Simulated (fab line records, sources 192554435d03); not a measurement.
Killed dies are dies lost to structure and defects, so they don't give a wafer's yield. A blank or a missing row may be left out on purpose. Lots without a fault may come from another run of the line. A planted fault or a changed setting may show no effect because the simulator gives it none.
Split-lot experiment | flow n5_finfet | 7 lots, 21 wafers read, on a route of 1938 steps

THE SPLIT
At N5_BEOL_M8_COAT_64 (time 60 s, resist thk 12 nm), the setting spin_rpm was moved away from the recipe's 1500 rpm on 6 of the 21 wafers read, by -10.7% to +7.1%. The other wafers ran this setting at the recipe's value.

FROM THE SPLIT TO THE READING: what the file shows between them, 2 steps
- N5_BEOL_M8_DESCUM_33: chemistry O2, time 7 s (also split here: time_s)
- N5_BEOL_M8_ETCH_72: etches underlayer in N2/H2, target depth 6.5 nm, time 5.2 s

THE READING
etch.depth_nm (the simulator's own value, which no gauge read), in nm, at N5_BEOL_M8_ETCH_65 (etches SiARC in CF4, target depth 15.6 nm, time 26 s). The file gives no usual value for it. The 15 wafers here that ran the recipe average 12.03 nm, standard deviation 0.056 nm.

wafer  | tool, chamber at the split | spin_rpm as run, rpm | against the recipe | etch.depth_nm, nm | against lot-mates on the recipe
L080.2 | litho_track-04, 0          | 1399                 | -6.7%              | 12.47             | +0.42
L080.3 | litho_track-04, 0          | 1399                 | -6.7%              | 12.47             | +0.42
L080.4 | litho_track-04, 0          | 1500                 | recipe             | 12.05             | -
L084.1 | litho_track-04, 0          | 1500                 | recipe             | 12.09             | -
L084.3 | litho_track-04, 0          | 1500                 | recipe             | 12.12             | -
L084.4 | litho_track-04, 0          | 1500                 | recipe             | 12.12             | -
L091.2 | litho_track-01, 0          | 1500                 | recipe             | 12.02             | -
L091.4 | litho_track-01, 0          | 1500                 | recipe             | 12.09             | -
L091.6 | litho_track-01, 0          | 1593                 | +6.2%              | 11.74             | -0.31
L093.1 | litho_track-04, 0          | 1606                 | +7.1%              | 11.63             | -0.45
L093.3 | litho_track-04, 0          | 1606                 | +7.1%              | 11.69             | -0.39
L093.5 | litho_track-04, 0          | 1500                 | recipe             | 12.08             | -
L095.1 | litho_track-05, 0          | 1500                 | recipe             | 11.95             | -
L095.3 | litho_track-05, 0          | 1500                 | recipe             | 11.97             | -
L095.6 | litho_track-05, 0          | 1500                 | recipe             | 11.97             | -
L096.1 | litho_track-05, 0          | 1500                 | recipe             | 11.98             | -
L096.2 | litho_track-05, 0          | 1500                 | recipe             | 11.97             | -
L096.4 | litho_track-05, 0          | 1340                 | -10.7%             | 12.68             | +0.70
L097.1 | litho_track-05, 0          | 1500                 | recipe             | 12.01             | -
L097.2 | litho_track-05, 0          | 1500                 | recipe             | 12.01             | -
L097.3 | litho_track-05, 0          | 1500                 | recipe             | 12.02             | -

THE FIT
A straight line over all 21 wafers: etch.depth_nm changes by -0.0579 nm for each +1% of spin_rpm; r = -0.98; the points scatter about the line by 0.056 nm.
The same after taking each lot's own level away (the mean of its wafers on the recipe; 21 wafers): -0.0614 nm for each +1%; r = -1.00; scatter 0.024 nm.
On that fit, the largest move of spin_rpm shifts the reading by 0.65 nm.
The lots' own levels span 11.963 to 12.110 nm, that is 2.6 times the standard deviation above.
So the lot-to-lot level changes the slope little: the two slopes agree.
Check: with one of the wafers moved furthest among these (-10.7%) left out of the fit, the line predicts +0.637 nm for it against its lot-mates. It came out at +0.705 nm against them.

OTHER SPLITS ON THESE WAFERS
These wafers also went through other splits before the reading. Each is held against what the fit with the lots' levels taken away leaves over:
other split on the same wafers   | wafers away from the commonest value | r with etch.depth_nm (lot level and that fit taken away)
N5_BEOL_M6_ETCH_62 bias_w        | 5                                    | -0.05
N5_BEOL_M6_TRENCH_ETCH_37 time_s | 5                                    | +0.05
N5_BEOL_M7_COAT_71 spin_rpm      | 5                                    | -0.25
N5_BEOL_M7_DESCUM_33 time_s      | 5                                    | +0.14
N5_BEOL_M8_DESCUM_33 time_s      | 6                                    | +0.11

THE WHOLE CHAIN: every reading that the file lists as answering this split, in the file's order
step               | what it does                                         | reading                                                                          | change (the file's fit)                | r (the file's)
N5_BEOL_M8_COAT_64 | time 60 s, resist thk 12 nm                          | SiARC_of_BEOL_M8_COAT_64.thk_nm (the simulator's own value, which no gauge read) | -0.0532 nm for each +1% of the setting | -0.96
N5_BEOL_M8_ETCH_65 | etches SiARC in CF4, target depth 15.6 nm, time 26 s | etch.depth_nm (the simulator's own value, which no gauge read)                   | -0.0622 nm for each +1% of the setting | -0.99

THE FILE'S OWN FIT
etch.depth_nm changes by -0.0622 nm for each +1% of spin_rpm, r = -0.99.
